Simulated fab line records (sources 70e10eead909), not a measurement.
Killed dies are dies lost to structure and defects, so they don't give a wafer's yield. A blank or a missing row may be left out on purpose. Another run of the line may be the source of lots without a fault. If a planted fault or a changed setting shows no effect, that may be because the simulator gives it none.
Chamber matching    flow nandHarc    NHARC_A_M1_ETCH_35 on rieDiel-04: 4 sister chambers
The step etches the open film in N2/H2, target depth 40 nm, overetch 12 nm, time 43.94 s. 4 wafers are shown with their chamber, then 12 later ones without.

== WAFERS PAIRED WITH THEIR CHAMBERS ==
wafer   chamber  showerheadPlenumPTorr (Torr)
L082.2  2        2.13
L088.1  3        1.96
L091.1  1        1.94
L091.6  0        2.08

== WAFERS WITHOUT THEIR CHAMBER ==
wafer   showerheadPlenumPTorr (Torr)
L093.3  2.13
L093.5  1.96
L093.6  2.13
L093.1  1.93
L093.2  1.96
L093.4  2.08
L096.1  2.08
L096.3  1.96
L096.4  1.94
L096.2  2.13
L096.5  1.93
L096.6  2.08

== WHICH CHAMBER EACH ONE RAN IN ==
wafer   from the rows above  in truth
L093.3  2                    2
L093.5  3                    3
L093.6  2                    2
L093.1  1                    1
L093.2  3                    3
L093.4  0                    0
L096.1  0                    0
L096.3  3                    3
L096.4  1                    1
L096.2  2                    2
L096.5  1                    1
L096.6  0                    0
Correctly placed: 12 of 12. Can't be placed from these rows: 0. Placed wrongly: 0.
How it was worked out, from the rows above alone: a wafer's distance from a chamber is the root of the sum, over the readings, of the square of ((its reading less the chamber's mean) divided by the reading's scatter). The wafer belongs to the nearest chamber; if the next one is less than 2 further off, it can't be placed. Each chamber's mean is taken over the wafers shown for it. The scatter: with one shown wafer a chamber, the root of the mean of the squares of how far each hidden wafer lies from its nearest shown one.
